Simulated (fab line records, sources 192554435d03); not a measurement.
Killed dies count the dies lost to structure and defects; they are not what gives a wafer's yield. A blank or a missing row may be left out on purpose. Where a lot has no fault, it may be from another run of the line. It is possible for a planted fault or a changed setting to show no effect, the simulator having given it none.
fab line records + flow n5Finfet
record:
- lots: 7
- wafers: 18
- lastDay: 17
route steps=1938 shown DUMMY_GATE@250 SPACER0@258 SD_EPI_N@262 BEOL_M4@1111 PASSIVATION@1936
lots with no fault: from the same line, run without faults
startH: hours from the record's opening day to when the first of the lot's shown wafers began + waitH: how many hours have passed since the lot's step before this one + " unchanged from the row above + L1.1+2: a single row standing in for several wafers + - value missing, or start not given + * or withheld: withheld + < > ~ a bound
route shown NAME@n: NAME is a module with steps in the file, n the number in the route of the first one + usual: average and standard deviation across the fault-free wafers + same: alike in all rows + chamber/n: place in a boat + sites: each site's reading + _std_site: standard deviation across them + _edge_site: inner sites' mean taken away from outer sites' mean + radiusMm: how far each site lies from the wafer's centre + mask NAME#n: copy n + behind: the tool/chamber that last shaped the wafer + hold: the reason the lot was held/the length of the hold in hours/how it ended + device: names the non-switching transistor (n, p or np) + end of line: the route-end tests of the same wafers + step lacking rows: just its recipe + killed: dies that structure and defects cost at the first sort, which is not the same as the wafer's yield + map: a wafer's dies, x killed, . not, _ none there
set.NAME: setting as actually run; set.NAME@STEP: the setting as run at that earlier step + model.NAME: the simulator's own value behind a step, which no gauge read
lots at selected steps of the route; one table per step, one row per wafer
services: when a tool's chamber went out of use (startH, in hours from the record's first day, below 0 if earlier), for how many hours, and the reason
== steps ==
step: N5_DUMMY_GATE_ETCH_42
recipe:
- chemistry: CHF3/O2
- target: SiO2
- targetDepthA: 35
- timeS: 31
- ionEnergyEv: 30
- biasW: 12
- pressureMtorr: 30
- sourceW: 600
- Ar_flow_sccm: 200
- CHF3_flow_sccm: 50
- O2_flow_sccm: 5
usual:
- O2_flow_sccm: 4.999/0.016
- drypumpMotorCurrentA: 5.9/0.38
- oesProductAu: 0.73/0.041
- rfVppV: 42.7/1.1
- showerheadPlenumPTorr: 2.38/0.086
- throttleValvePct: 18.90/0.23
| lot.wafer | tool       | chamber | startH | waitH | O2_flow_sccm | drypumpMotorCurrentA | oesProductAu | rfHoursCounterH | rfVppV | showerheadPlenumPTorr | throttleValvePct |
|-----------|------------|---------|--------|-------|--------------|----------------------|--------------|-----------------|--------|-----------------------|------------------|
| L571.1    | rieDiel-01 | 0       | 70.59  | 0.0   | 5.001        | 6.2                  | 0.74         | 174             | 40.3   | 2.31                  | 18.88            |
| L571.5    | "          | 3       | "      | "     | 4.994        | 5.6                  | 0.74         | -               | 42.9   | 2.52                  | 19.03            |
| L571.6    | "          | 0       | "      | "     | 4.991        | 6.2                  | 0.74         | -               | 42.3   | 2.31                  | 18.89            |
| L574.1    | rieDiel-05 | 0       | 90.05  | 0.0   | 4.996        | 6.4                  | 0.72         | 219             | 43.0   | 2.28                  | 19.26            |
| L574.3    | "          | 2       | "      | "     | 4.996        | 6.2                  | 0.72         | 200             | 44.1   | 2.30                  | 18.51            |
| L574.4    | "          | 1       | "      | "     | 4.989        | 6.1                  | 0.77         | 148             | 40.9   | 2.41                  | 18.62            |
| L579.3    | rieDiel-01 | 0       | 121.11 | 0.0   | 5.010        | 6.2                  | 0.73         | 191             | 42.3   | 2.30                  | 18.88            |
| L579.5    | "          | 3       | "      | "     | 5.022        | 5.6                  | 0.73         | -               | 43.0   | 2.51                  | 19.06            |
| L579.6    | "          | 2       | "      | "     | 5.004        | 5.2                  | 0.68         | -               | 43.4   | 2.37                  | 19.00            |
| L580.2    | rieDiel-05 | 1       | 126.18 | 0.4   | 5.012        | 6.1                  | 0.75         | 159             | 42.4   | 2.41                  | 18.61            |
| L580.4    | "          | 2       | "      | "     | 4.989        | 6.2                  | 0.70         | 211             | 42.9   | 2.29                  | 18.53            |
| L580.5    | "          | 0       | "      | "     | 4.971        | 6.4                  | 0.71         | -               | 42.5   | 2.28                  | 19.29            |
| L584.4    | rieDiel-05 | 0       | 150.52 | 0.0   | 5.001        | 6.4                  | 0.70         | 238             | 41.3   | 2.27                  | 19.31            |
| L584.6    | "          | 2       | "      | "     | 4.977        | 6.2                  | 0.70         | -               | 44.5   | 2.29                  | 18.56            |
| L588.2    | rieDiel-05 | 1       | 175.31 | 0.0   | 5.012        | 6.0                  | 0.73         | 173             | 42.4   | 2.40                  | 18.63            |
| L588.6    | "          | 3       | "      | "     | 4.980        | 6.2                  | 0.70         | -               | 43.5   | 2.49                  | 18.99            |
| L589.2    | rieDiel-01 | 0       | 179.54 | 0.0   | 4.999        | 6.2                  | 0.71         | 211             | 42.6   | 2.30                  | 18.96            |
| L589.4    | "          | 2       | "      | "     | 4.997        | 5.2                  | 0.92         | 14              | 43.0   | 2.36                  | 18.63            |
step: N5_DUMMY_GATE_STRIP_48
recipe:
- chemistry: N2/H2
- timeS: 20
- powerW: 100
- tempC: 40
- pressureMtorr: 100
- rfFrequencyHz: 6e+07
- biasPowerW: 3
- n2FlowSccm: 300
- h2FlowSccm: 300
usual:
- drypumpMotorCurrentA: 5.9/0.38
- oesProductAu: 0.73/0.04
- rfVppV: 45.3/0.84
- showerheadPlenumPTorr: 3.32/0.12
- throttleValvePct: 12.36/0.22
| lot.wafer | tool       | chamber | startH | waitH | drypumpMotorCurrentA | oesProductAu | rfHoursCounterH | rfVppV | showerheadPlenumPTorr | throttleValvePct |
|-----------|------------|---------|--------|-------|----------------------|--------------|-----------------|--------|-----------------------|------------------|
| L571.1    | rieDiel-01 | 0       | 70.63  | 0.0   | 6.2                  | 0.74         | 174             | 44.8   | 3.22                  | 12.37            |
| L571.5    | "          | 3       | "      | "     | 5.6                  | 0.73         | -               | 46.7   | 3.49                  | 12.34            |
| L571.6    | "          | 0       | "      | "     | 6.2                  | 0.74         | -               | 44.3   | 3.23                  | 12.35            |
| L574.1    | rieDiel-05 | 0       | 90.10  | 0.0   | 6.5                  | 0.72         | 219             | 43.8   | 3.22                  | 12.75            |
| L574.3    | "          | 2       | "      | "     | 6.2                  | 0.71         | 200             | 45.3   | 3.20                  | 11.97            |
| L574.4    | "          | 1       | "      | "     | 6.1                  | 0.76         | 148             | 45.5   | 3.37                  | 12.03            |
| L579.3    | rieDiel-01 | 0       | 121.16 | 0.0   | 6.2                  | 0.73         | 191             | 44.9   | 3.22                  | 12.39            |
| L579.5    | "          | 3       | "      | "     | 5.6                  | 0.73         | -               | 45.0   | 3.49                  | 12.40            |
| L579.6    | "          | 2       | "      | "     | 5.2                  | 0.68         | -               | 46.2   | 3.31                  | 12.53            |
| L580.2    | rieDiel-05 | 1       | 126.23 | 0.0   | 6.0                  | 0.75         | 159             | 45.8   | 3.36                  | 12.06            |
| L580.4    | "          | 2       | "      | "     | 6.2                  | 0.70         | 211             | 45.2   | 3.20                  | 12.02            |
| L580.5    | "          | 0       | "      | "     | 6.5                  | 0.70         | -               | 46.7   | 3.22                  | 12.76            |
| L584.4    | rieDiel-05 | 0       | 150.57 | 0.0   | 6.4                  | 0.71         | 238             | 44.0   | 3.21                  | 12.79            |
| L584.6    | "          | 2       | "      | "     | 6.2                  | 0.70         | -               | 46.8   | 3.19                  | 12.02            |
| L588.2    | rieDiel-05 | 1       | 175.36 | 0.0   | 6.1                  | 0.74         | 173             | 46.6   | 3.36                  | 12.08            |
| L588.6    | "          | 3       | "      | "     | 6.2                  | 0.69         | -               | 45.1   | 3.50                  | 12.50            |
| L589.2    | rieDiel-01 | 0       | 179.59 | 0.0   | 6.2                  | 0.71         | 211             | 45.5   | 3.21                  | 12.45            |
| L589.4    | "          | 2       | "      | "     | 5.2                  | 0.91         | 14              | 45.7   | 3.30                  | 11.95            |
step: N5_DUMMY_GATE_PRECLEAN_33
recipe:
- chemistry: dHF
- timeS: 10
- dilution: 750:1
- tempC: 25
step: N5_DUMMY_GATE_PRECLEAN_25
recipe:
- chemistry: O3/DIW
- timeS: 45
- tempC: 22
- o3Ppm: 10
step: N5_DUMMY_GATE_PRECLEAN_51
recipe:
- chemistry: SC2
- timeS: 45
- tempC: 35
- mix: 1:1:50
step: N5_DUMMY_GATE_SRD_26
recipe:
- dry: ipaMarangoni
- timeS: 30
- tempC: 23
- rinseLiquid: diw
step: N5_DUMMY_GATE_UV_OZONE_45
recipe:
- timeS: 120
- pressureTorr: 760
- tempC: 25
step: N5_DUMMY_GATE_INSPECT_27
recipe:
- inspectInstrument: brightfield
- mode: aei
usual:
- rawDefectCount: 285/69
| lot.wafer | tool             | chamber | startH | waitH | rawDefectCount |
|-----------|------------------|---------|--------|-------|----------------|
| L571.1    | defectInspect-02 | -       | 70.82  | 0.0   | 366            |
| L571.5    | "                | -       | "      | "     | 364            |
| L571.6    | "                | -       | "      | "     | 346            |
| L574.1    | defectInspect-01 | -       | 90.29  | 0.0   | 191            |
| L574.3    | "                | -       | "      | "     | 268            |
| L574.4    | "                | -       | "      | "     | 254            |
| L579.3    | defectInspect-01 | -       | 121.35 | 0.0   | 326            |
| L579.5    | "                | -       | "      | "     | 382            |
| L579.6    | "                | -       | "      | "     | 424            |
| L580.2    | defectInspect-01 | -       | 126.42 | 0.0   | 177            |
| L580.4    | "                | -       | "      | "     | 174            |
| L580.5    | "                | -       | "      | "     | 160            |
| L584.4    | defectInspect-01 | -       | 150.76 | 0.0   | 335            |
| L584.6    | "                | -       | "      | "     | 319            |
| L588.2    | defectInspect-02 | -       | 175.55 | 0.0   | 329            |
| L588.6    | "                | -       | "      | "     | 144            |
| L589.2    | defectInspect-02 | -       | 179.78 | 0.0   | 324            |
| L589.4    | "                | -       | "      | "     | 400            |
step: N5_SPACER0_ALD_07
recipe:
- material: SiNx
- targetThkA: 20
- tempC: 400
- aldPrecursorFamily: SiH2I2
- aldCoReactant: N2/H2-plasma
- pressureTorr: 2
usual:
- heaterPowerW: 812/76
| lot.wafer | tool      | chamber | startH | waitH | heaterPowerW |
|-----------|-----------|---------|--------|-------|--------------|
| L571.1    | aldSin-04 | 2       | 70.89  | 0.1   | 990          |
| L571.5    | "         | 0       | "      | "     | 805          |
| L571.6    | "         | 1       | "      | "     | 828          |
| L574.1    | aldSin-04 | 1       | 91.29  | 1.0   | 822          |
| L574.3    | "         | 0       | "      | "     | 828          |
| L574.4    | "         | 3       | "      | "     | 846          |
| L579.3    | aldSin-03 | 0       | 121.39 | 0.0   | 764          |
| L579.5    | "         | 0       | "      | "     | 766          |
| L579.6    | "         | 1       | "      | "     | 692          |
| L580.2    | aldSin-01 | 1       | 126.47 | 0.0   | 739          |
| L580.4    | "         | 3       | "      | "     | 934          |
| L580.5    | "         | 0       | "      | "     | 816          |
| L584.4    | aldSin-03 | 2       | 150.79 | 0.0   | 850          |
| L584.6    | "         | 2       | "      | "     | 840          |
| L588.2    | aldSin-01 | 2       | 175.87 | 0.3   | 830          |
| L588.6    | "         | 0       | "      | "     | 809          |
| L589.2    | aldSin-03 | 2       | 179.82 | 0.0   | 843          |
| L589.4    | "         | 3       | "      | "     | 781          |
step: N5_SPACER0_ALD_00
recipe:
- material: SiOCN
- targetThkA: 35
- tempC: 400
- aldPrecursorFamily: alkyl-aminosilane
- aldCoReactant: O2/N2-plasma
- pulseTimeS: 3
- purgeTimeS: 2
- coReactantPurgeTimeS: 2
- aldCycles: 58
- pressureTorr: 2
usual:
- heaterPowerW: 812/77
- precursorPulseHeightRel: 0.999/0.019
same:
- aldCycles: 58
- pulseTimeS: 3
| lot.wafer | tool      | chamber | startH | waitH | heaterPowerW | precursorPulseHeightRel |
|-----------|-----------|---------|--------|-------|--------------|-------------------------|
| L571.1    | aldSin-04 | 2       | 71.04  | 0.1   | 1009         | 0.997                   |
| L571.5    | "         | 0       | "      | "     | 799          | 0.981                   |
| L571.6    | "         | 1       | "      | "     | 859          | 0.984                   |
| L574.1    | aldSin-04 | 1       | 91.44  | 0.1   | 835          | 0.993                   |
| L574.3    | "         | 0       | "      | "     | 841          | 1.004                   |
| L574.4    | "         | 3       | "      | "     | 826          | 1.004                   |
| L579.3    | aldSin-03 | 0       | 121.54 | 0.1   | 765          | 0.951                   |
| L579.5    | "         | 0       | "      | "     | 748          | 1.021                   |
| L579.6    | "         | 1       | "      | "     | 698          | 0.969                   |
| L580.2    | aldSin-01 | 1       | 126.62 | 0.1   | 732          | 0.999                   |
| L580.4    | "         | 3       | "      | "     | 931          | 1.041                   |
| L580.5    | "         | 0       | "      | "     | 797          | 0.988                   |
| L584.4    | aldSin-03 | 2       | 150.94 | 0.1   | 845          | 0.990                   |
| L584.6    | "         | 2       | "      | "     | 862          | 0.990                   |
| L588.2    | aldSin-01 | 2       | 176.03 | 0.1   | 849          | 1.010                   |
| L588.6    | "         | 0       | "      | "     | 790          | 1.025                   |
| L589.2    | aldSin-03 | 2       | 179.97 | 0.1   | 862          | 0.993                   |
| L589.4    | "         | 3       | "      | "     | 784          | 1.038                   |
step: N5_SPACER0_ALD_08
recipe:
- material: SiNx
- targetThkA: 20
- tempC: 400
- aldPrecursorFamily: SiH2I2
- aldCoReactant: N2/H2-plasma
- pressureTorr: 2
usual:
- heaterPowerW: 812/76
| lot.wafer | tool      | chamber | startH | waitH | heaterPowerW |
|-----------|-----------|---------|--------|-------|--------------|
| L571.1    | aldSin-04 | 2       | 71.30  | 0.1   | 1008         |
| L571.5    | "         | 0       | "      | "     | 825          |
| L571.6    | "         | 1       | "      | "     | 838          |
| L574.1    | aldSin-04 | 1       | 91.70  | 0.1   | 823          |
| L574.3    | "         | 0       | "      | "     | 822          |
| L574.4    | "         | 3       | "      | "     | 824          |
| L579.3    | aldSin-03 | 0       | 121.80 | 0.1   | 759          |
| L579.5    | "         | 0       | "      | "     | 763          |
| L579.6    | "         | 1       | "      | "     | 688          |
| L580.2    | aldSin-01 | 1       | 126.88 | 0.1   | 738          |
| L580.4    | "         | 3       | "      | "     | 934          |
| L580.5    | "         | 0       | "      | "     | 779          |
| L584.4    | aldSin-03 | 2       | 151.20 | 0.1   | 874          |
| L584.6    | "         | 2       | "      | "     | 856          |
| L588.2    | aldSin-01 | 2       | 176.28 | 0.1   | 870          |
| L588.6    | "         | 0       | "      | "     | 801          |
| L589.2    | aldSin-03 | 2       | 180.23 | 0.1   | 837          |
| L589.4    | "         | 3       | "      | "     | 776          |
step: N5_SPACER0_INSPECT_04
recipe:
- inspectInstrument: darkfield
- mode: postDep
usual:
- rawDefectCount: 132/27
| lot.wafer | tool             | chamber | startH | waitH | rawDefectCount |
|-----------|------------------|---------|--------|-------|----------------|
| L571.1    | defectInspect-02 | -       | 71.46  | 0.1   | 135            |
| L571.5    | "                | -       | "      | "     | 137            |
| L571.6    | "                | -       | "      | "     | 129            |
| L574.1    | defectInspect-01 | -       | 91.85  | 0.1   | 73             |
| L574.3    | "                | -       | "      | "     | 105            |
| L574.4    | "                | -       | "      | "     | 98             |
| L579.3    | defectInspect-01 | -       | 121.96 | 0.1   | 138            |
| L579.5    | "                | -       | "      | "     | 170            |
| L579.6    | "                | -       | "      | "     | 186            |
| L580.2    | defectInspect-01 | -       | 127.03 | 0.1   | 83             |
| L580.4    | "                | -       | "      | "     | 132            |
| L580.5    | "                | -       | "      | "     | 125            |
| L584.4    | defectInspect-01 | -       | 151.36 | 0.1   | 120            |
| L584.6    | "                | -       | "      | "     | 143            |
| L588.2    | defectInspect-02 | -       | 176.44 | 0.1   | 189            |
| L588.6    | "                | -       | "      | "     | 77             |
| L589.2    | defectInspect-01 | -       | 180.39 | 0.1   | 137            |
| L589.4    | "                | -       | "      | "     | 178            |
step: N5_SD_EPI_N_COAT_32
recipe:
- resist: SOC
- tempC: 250
- timeS: 60
- spinRpm: 1500
- resistThkNm: 350
usual:
- chillPlateTempC: 23.00/0.1
- heaterPowerTotalW: 500.2/1.8
- runLengthS: 66.08/0.21
| lot.wafer | tool          | chamber | startH | waitH | chillPlateTempC | heaterPowerTotalW | runLengthS |
|-----------|---------------|---------|--------|-------|-----------------|-------------------|------------|
| L571.1    | lithoTrack-01 | 0       | 71.49  | 0.0   | 22.89           | 497.5             | 66.17      |
| L571.5    | "             | 0       | "      | "     | 22.83           | 497.6             | 66.51      |
| L571.6    | "             | 0       | "      | "     | 23.00           | 502.4             | 66.29      |
| L574.1    | lithoTrack-01 | 0       | 91.88  | 0.0   | 23.23           | 499.5             | 66.23      |
| L574.3    | "             | 0       | "      | "     | 23.21           | 501.4             | 66.16      |
| L574.4    | "             | 0       | "      | "     | 23.10           | 501.4             | 66.16      |
| L579.3    | lithoTrack-01 | 0       | 121.99 | 0.0   | 22.92           | 502.3             | 66.17      |
| L579.5    | "             | 0       | "      | "     | 22.88           | 501.1             | 66.41      |
| L579.6    | "             | 0       | "      | "     | 22.94           | 498.8             | 66.20      |
| L580.2    | lithoTrack-03 | 0       | 127.06 | 0.0   | 22.96           | 497.7             | 66.37      |
| L580.4    | "             | 0       | "      | "     | 22.84           | 499.3             | 66.33      |
| L580.5    | "             | 0       | "      | "     | 23.00           | 499.3             | 66.15      |
| L584.4    | lithoTrack-03 | 0       | 151.39 | 0.0   | 23.00           | 612.3             | 48.58      |
| L584.6    | "             | 0       | "      | "     | 22.89           | 499.2             | 66.16      |
| L588.2    | lithoTrack-03 | 0       | 176.47 | 0.0   | 23.00           | 617.4             | 48.64      |
| L588.6    | "             | 0       | "      | "     | 22.94           | 502.5             | 66.09      |
| L589.2    | lithoTrack-03 | 0       | 180.42 | 0.0   | 23.11           | 615.3             | 48.78      |
| L589.4    | "             | 0       | "      | "     | 23.22           | 618.2             | 48.72      |
step: N5_SD_EPI_N_COAT_33
recipe:
- resist: SiARC
- tempC: 220
- timeS: 60
- spinRpm: 1500
- resistThkNm: 35
step: N5_BEOL_M4_RC_MEAS_101
usual:
- DIBL_N: 36.0/1.7
- DIBL_P: 35.8/2
- IOFF_N: 0.15/0.03
- IOFF_P: 0.20/0.037
- ION_N: 670/12
- ION_P: 460/7.2
- SS_N: 71.5/0.68
- SS_P: 73.2/0.65
- VT_N: 250/3.1
- VT_P: -251/3.4
| lot.wafer | tool      | chamber | startH | waitH | DIBL_N[mV/V] | DIBL_P[mV/V] | IOFF_N[nA/um] | IOFF_P[nA/um] | ION_N[uA/um] | ION_P[uA/um] | SS_N[mV/dec] | SS_P[mV/dec] | VT_N[mV] | VT_P[mV] |
|-----------|-----------|---------|--------|-------|--------------|--------------|---------------|---------------|--------------|--------------|--------------|--------------|----------|----------|
| L571.1    | prober-01 | 0       | 195.27 | 0.0   | 35.5         | 34.8         | 0.16          | 0.23          | 680          | 469          | 71.9         | 74.0         | 248      | -245     |
| L571.5    | "         | 0       | "      | "     | 38.2         | 36.7         | 0.20          | 0.28          | 659          | 462          | 72.4         | 73.9         | 248      | -245     |
| L571.6    | "         | 0       | "      | "     | 37.1         | 35.7         | 0.18          | 0.25          | 683          | 476          | 71.6         | 73.4         | 247      | -245     |
| L574.1    | prober-01 | 0       | 208.96 | 0.0   | 38.7         | 39.7         | 0.21          | 0.25          | 689          | 466          | 72.3         | 74.0         | 251      | -249     |
| L574.3    | "         | 0       | "      | "     | 36.3         | 37.1         | 0.17          | 0.20          | 684          | 463          | 71.6         | 72.8         | 249      | -251     |
| L574.4    | "         | 0       | "      | "     | 37.2         | 37.7         | 0.17          | 0.21          | 676          | 463          | 71.8         | 73.4         | 252      | -250     |
| L579.3    | prober-02 | 0       | 238.27 | 0.3   | 32.0         | 32.3         | 0.10          | 0.14          | 645          | 450          | 70.2         | 71.9         | 255      | -254     |
| L579.5    | "         | 0       | "      | "     | 35.3         | 35.9         | 0.14          | 0.20          | 657          | 455          | 71.6         | 72.8         | 252      | -251     |
| L579.6    | "         | 0       | "      | "     | 35.1         | 35.4         | 0.15          | 0.19          | 677          | 462          | 71.1         | 73.1         | 248      | -253     |
| L580.2    | prober-01 | 0       | 255.17 | 0.2   | 34.9         | 33.4         | 0.12          | 0.16          | 661          | 460          | 71.3         | 72.5         | 253      | -253     |
| L580.4    | "         | 0       | "      | "     | 36.6         | 35.5         | 0.14          | 0.19          | 663          | 456          | 71.4         | 73.0         | 251      | -250     |
| L580.5    | "         | 0       | "      | "     | 36.3         | 35.3         | 0.14          | 0.19          | 667          | 458          | 72.2         | 73.2         | 252      | -251     |
| L584.4    | prober-02 | 0       | 282.41 | 0.5   | 34.2         | 32.2         | 0.12          | 0.16          | 659          | 452          | 70.9         | 72.3         | 256      | -252     |
| L584.6    | "         | 0       | "      | "     | 34.5         | 33.0         | 0.12          | 0.18          | 661          | 463          | 71.3         | 72.0         | 254      | -250     |
| L588.2    | prober-01 | 0       | 298.12 | 0.2   | 31.8         | 31.9         | 0.10          | 0.13          | 645          | 445          | 70.0         | 72.4         | 259      | -258     |
| L588.6    | "         | 0       | "      | "     | 35.0         | 35.2         | 0.14          | 0.17          | 655          | 452          | 71.1         | 73.4         | 252      | -255     |
| L589.2    | prober-02 | 0       | 305.26 | 0.2   | 39.0         | 38.8         | 0.23          | 0.27          | 699          | 471          | 71.5         | 74.2         | 242      | -246     |
| L589.4    | "         | 0       | "      | "     | 38.6         | 38.2         | 0.20          | 0.26          | 688          | 468          | 71.6         | 74.0         | 245      | -246     |
step: N5_PASSIVATION_PROBE_49
usual:
- defectLimitedYield: 91.4/1.5
- killed_at_M0_to_M3: 32/9.8
- killed_at_M4_up: 15/5.6
- killedAtContacts: 12/5.4
- killedAtFrontEnd: 40/13
- killedAtOther: 3.0/2.1
- killedDies: 102/17
- killedOpen: 67/13
- killedShort: 32/7.1
- sort_bin_5_function: 5.1/0.96
- sort_bin_6_memory: 3.2/0.7
- sortNPass: 1078/18
- sortYieldPct: 91.3/1.5
same:
- grossDies: 1180
- killedAtBackSide: 0
- sort_bin_4_leakage[%]: 0
- sort_bin_8_speed[%]: 0
| lot.wafer | tool      | chamber | startH | waitH | defectLimitedYield[%] | killed_at_M0_to_M3 | killed_at_M4_up | killedAtContacts | killedAtFrontEnd | killedAtOther | killedDies | killedOpen | killedShort | sort_bin_5_function[%] | sort_bin_6_memory[%] | sortNPass | sortYieldPct[%] |
|-----------|-----------|---------|--------|-------|-----------------------|--------------------|-----------------|------------------|------------------|---------------|------------|------------|-------------|------------------------|----------------------|-----------|-----------------|
| L579.3    | prober-01 | -       | 352.58 | 0.1   | 91.6                  | 38                 | 6               | 9                | 40               | 6             | 99         | 51         | 41          | 4.0                    | 3.9                  | 1081      | 91.6            |
| L579.5    | prober-01 | -       | 352.68 | 0.2   | 87.5                  | 40                 | 11              | 26               | 67               | 3             | 147        | 112        | 34          | 7.1                    | 5.1                  | 1033      | 87.5            |
| L579.6    | prober-01 | -       | 352.73 | 0.3   | 87.7                  | 56                 | 17              | 14               | 54               | 4             | 145        | 100        | 44          | 7.5                    | 4.4                  | 1035      | 87.7            |
killed by level:class
L579.3 FIN_SAQP:geometricParticle:short=11 BEOL_M0_SAQP:geometricParticle:short=10 BEOL_M0_SAQP:geometricParticle:open=9 STI_FIN_REVEAL:geometricParticle:open=8 MOL_CONTACT_COAG:geometricParticle:open=6 HKMG_FIN:areaEtch=5 BEOL_M0:geometricParticle:open=4 DUMMY_GATE:geometricParticle:open=3
L579.5 STI_FIN_REVEAL:geometricParticle:open=21 MOL_CONTACT_COAG:geometricParticle:open=21 FIN_SAQP:geometricParticle:open=20 FIN_SAQP:geometricParticle:short=9 BEOL_M3:geometricParticle:open=9 BEOL_M1:geometricParticle:open=7 BEOL_M0_SAQP:geometricParticle:short=6 MOL_CONTACT_COAG:geometricParticle:short=5
L579.6 STI_FIN_REVEAL:geometricParticle:open=16 BEOL_M2:geometricParticle:open=12 MOL_CONTACT_COAG:geometricParticle:open=11 BEOL_M3:geometricParticle:open=10 FIN_SAQP:geometricParticle:open=8 BEOL_M2:geometricParticle:short=8 BEOL_M0_SAQP:geometricParticle:short=7 BEOL_M0_SAQP:geometricParticle:open=7
== services ==
| tool       | chamber | startH | hours | kind      |
|------------|---------|--------|-------|-----------|
| aldSin-03  | -       | 50.67  | 1.9   | repair    |
| aldSin-04  | 2       | 55.56  | 4.5   | repair    |
| rieDiel-01 | 2       | 59.15  | 2.7   | repair    |
| aldSin-01  | -       | 67.47  | 2.4   | repair    |
| aldSin-04  | -       | 76.34  | 1.2   | repair    |
| aldSin-01  | 3       | 76.89  | 15.8  | repair    |
| rieDiel-01 | 3       | 83.26  | 8.8   | repair    |
| aldSin-03  | -       | 85.83  | 14.0  | pm        |
| aldSin-03  | 0       | 85.83  | 14.0  | ventCycle |
| aldSin-03  | 1       | 85.83  | 14.0  | ventCycle |
| aldSin-03  | 2       | 85.83  | 14.0  | ventCycle |
| aldSin-03  | 3       | 85.83  | 58.5  | ventCycle |
| aldSin-03  | 0       | 99.83  | -     | clean     |
| aldSin-03  | 1       | 99.83  | -     | clean     |
| aldSin-03  | 2       | 99.83  | -     | clean     |
| aldSin-03  | -       | 120.46 | 0.7   | repair    |
| rieDiel-01 | 2       | 121.22 | -     | clean     |
| rieDiel-01 | 3       | 123.80 | 3.1   | repair    |
| aldSin-04  | -       | 176.97 | 14.0  | pm        |
| aldSin-04  | 0       | 176.97 | 14.0  | ventCycle |
| aldSin-04  | 1       | 176.97 | 14.0  | ventCycle |
| aldSin-04  | 2       | 176.97 | 14.0  | ventCycle |
| aldSin-04  | 3       | 176.97 | 14.0  | ventCycle |
| aldSin-01  | 2       | 178.59 | 52.7  | repair    |
== key ==
firstSign:
- step: N5_SD_EPI_N_COAT_32
- reading: runLengthS
- direction: down
- sigmas: 84
- usual: *
- struck: *
effect:
- step: N5_SD_EPI_N_COAT_32
- reading: heaterPowerTotalW
- direction: up
- sigmas: 65
- usual: *
- struck: *
metAt N5_SD_EPI_N_COAT_32
struckWafers L584.4,L588.2,L589.2,L589.4
onsetBetween 127.06 151.39
fault:
- kind: processParameterDrift
- tool: lithoTrack-03
- chamber: -
- onsetH: 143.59
- steps: N5_SD_EPI_N_COAT_32
- channel: timeS
- offset: *
- shape: step
- endH: 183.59
- scope: struckWafersOnly
- actsIn: *
- stated: *
